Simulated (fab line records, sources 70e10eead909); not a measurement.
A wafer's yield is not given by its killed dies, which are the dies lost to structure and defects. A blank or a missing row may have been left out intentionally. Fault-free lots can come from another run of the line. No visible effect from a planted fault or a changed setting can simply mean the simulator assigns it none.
A struck lot beside a sound one :: flow nand-harc :: 39 steps out of a route of 1159
Sound: these wafers, L629.2, L629.3, L629.6. Wafers struck: L637.4, L637.5, L637.6. Last of all comes the cause.
At each step with rows: each side's tool, then ch and its chambers, then its first start. Under that, the readings that differ: sound wafers :: struck wafers :: difference of the means :: sigmas: that difference in standard deviations of wafers without a fault.
alike: readings with means less than 2 such deviations apart, plus words and numbers identical on both sides. not compared: withheld readings, readings lacking a value on some wafer, bounds such as >300 that could conceal the same value, and numbers that have no deviation in the record and whose values overlap.
A row with sigmas, a row that says differs or no value, or rows on one side alone: a step with any of these is where the two part. Numbers that have no deviation but don't overlap get no sigmas and don't part them. Lack of a reading on every wafer of one side parts them only where that side has two or more wafers.

first, 5 steps without rows for these wafers: NHARC_A_WL_FILL_SRD_14; NHARC_A_WL_FILL_ALD_19 (deposits TiN, target thk 2 nm, pulse time 3 s, ald cycles 100); NHARC_A_WL_FILL_CVD_20 (deposits W, target thk 75 nm, time 5064 s); NHARC_A_WL_FILL_CMP_12 (polishes, t overpolish 30 s, target thk 75 nm); NHARC_A_WL_FILL_SRD_31.
NHARC_A_WL_FILL_INSPECT_15:
  struck on defect-inspect-02, day 19 16:23; sound on defect-inspect-02, day 16 16:20
  alike: raw-defect-count
NHARC_A_CONTACT_DEP_24: deposits SiO2, target thk 500 nm.
  sound on pecvd-03 ch 0,2, day 16 16:24; struck on pecvd-04 ch 0,1,2, day 19 16:38
  alike: heater-power-w, throttle-valve-pct
  not compared: since-wet-clean-h
NHARC_A_CONTACT_DEP_28: deposits aC, target thk 3600 nm.
  sound on acl-dep-03 ch 0, day 16 17:26; struck on acl-dep-02 ch 0, day 19 18:10
  alike: throttle-valve-pct
NHARC_A_CONTACT_DEP_29: deposits SiON, target thk 70 nm.
  sound on pecvd-03 ch 0,2, day 16 19:23; struck on pecvd-04 ch 0,1,2, day 19 19:31
  alike: heater-power-w
  not compared: since-wet-clean-h
then, 10 steps without rows for these wafers: NHARC_A_CONTACT_DEHYDRATE_32 (time 120 s); NHARC_A_CONTACT_HMDS_33 (time 30 s); NHARC_A_CONTACT_COAT_34 (time 75 s); NHARC_A_CONTACT_COAT_35 (time 65 s); NHARC_A_CONTACT_COAT_36 (resist thk 90 nm); NHARC_A_CONTACT_SOFTBAKE_37 (time 55 s); NHARC_A_CONTACT_EBR_38; NHARC_A_CONTACT_EXPOSE_39 (exposes mask A CC 3); NHARC_A_CONTACT_PEB_40 (peb time 65 s); NHARC_A_CONTACT_DEVELOP_41 (develop time 35 s).
NHARC_A_CONTACT_CD_MEAS_42 targets a cd of 200 nm.
  sound on cd-sem-03 ch 0, day 16 20:06; struck on cd-sem-03 ch 0, day 19 20:02
  alike: cd-nm
NHARC_A_CONTACT_OVL_MEAS_43:
  struck on overlay-01, day 19 20:07; sound on overlay-02, day 16 20:11
  alike: overlay-x-nm, overlay-y-nm
NHARC_A_CONTACT_INSPECT_44:
  struck on defect-inspect-02, day 19 20:09; sound on defect-inspect-01, day 16 20:13
  alike: raw-defect-count
NHARC_A_CONTACT_DESCUM_47: chemistry O2, time 3 s.
  sound on rie-diel-07 ch 0,1, day 16 20:17; struck on rie-diel-07 ch 1,2, day 19 20:13
  alike: drypump-motor-current-A, oes-product-au, rf-vpp-V, showerhead-plenum-p-Torr, throttle-valve-pct
  not compared: rf-hours-counter-h
then, 8 steps without rows for these wafers: NHARC_A_CONTACT_ETCH_48 (etches the open film in CF4, target depth 39 nm, time 65 s); NHARC_A_CONTACT_ETCH_49 (etches the open film in N2/H2, target depth 260 nm, time 475.3 s); NHARC_A_CONTACT_ETCH_50 (etches the open film in CF4/CHF3, target depth 84.7 nm, time 42.4 s); NHARC_A_CONTACT_ETCH_51 (etches the open film in O2/COS, target depth 3600 nm, time 936 s); NHARC_A_CONTACT_ETCH_111 (etches the open film in C4F8/O2/Ar, time 140 s, target depth 700 nm); NHARC_A_CONTACT_ETCH_112 (etches the open film in C4F8/O2/Ar, time 94 s, target depth 922 nm); NHARC_A_CONTACT_ETCH_113 (etches the open film in C4F8/O2/Ar, time 94 s, target depth 922 nm); NHARC_A_CONTACT_ETCH_114 (etches the open film in C4F8/O2/Ar, time 94 s, target depth 922 nm).
NHARC_A_CONTACT_ETCH_115: etches the open film in C4F8/O2/Ar, time 94 s, target depth 922 nm.
  sound on har-cap-etch-02 ch 0, day 16 22:01; struck on har-cap-etch-03 ch 0,1, day 19 21:59
  not compared: rf-hours-counter-h
then, 2 steps without rows for these wafers: NHARC_A_CONTACT_ETCH_116 (etches the open film in C4F8/O2/Ar, time 94 s, target depth 922 nm); NHARC_A_CONTACT_ETCH_117 (etches the open film in C4F8/O2/Ar, time 94 s, target depth 922 nm).
NHARC_A_CONTACT_ETCH_118: etches the open film in C4F8/O2/Ar, time 94 s, target depth 922 nm.
  sound on har-cap-etch-02 ch 0, day 16 22:17; struck on har-cap-etch-03 ch 0,1, day 19 22:16
  not compared: rf-hours-counter-h
then, 3 steps without rows for these wafers: NHARC_A_CONTACT_ETCH_119 (etches the open film in C4F8/O2/Ar, time 94 s, target depth 922 nm); NHARC_A_CONTACT_ETCH_120 (etches the open film in C4F8/O2/Ar, time 94 s, target depth 922 nm); NHARC_A_CONTACT_ETCH_121 (etches the open film in C4F8/O2/Ar, time 94 s, target depth 922 nm).
-- record jumps: 3 days between struck wafers' starts before vs after; left off in module A_CONTACT, resumes in module END, first step shown is number 1159 of the route --
NHARC_END_SORT_01:
  sound on prober-01 ch 0, day 19 20:19; struck on prober-02 ch 0, day 22 21:43
reading: hold
sound: - - -
struck: await-dispo/2.2h/scrap await-dispo/2.2h/scrap await-dispo/2.2h/scrap
difference: no value on the sound wafers
sigmas: 

reading: killed-at-array
sound: 28 24 20
struck: 675 674 675
difference: +651
sigmas: +59

reading: killed-dies
sound: 29 28 24
struck: 677 677 677
difference: +650
sigmas: +59
  alike: killed-at-other, killed-at-periphery, killed-open, killed-short

== WHERE THEY PART ==
At NHARC_END_SORT_01 and nowhere else, as far as this record goes.

WHY: what the simulator had put in
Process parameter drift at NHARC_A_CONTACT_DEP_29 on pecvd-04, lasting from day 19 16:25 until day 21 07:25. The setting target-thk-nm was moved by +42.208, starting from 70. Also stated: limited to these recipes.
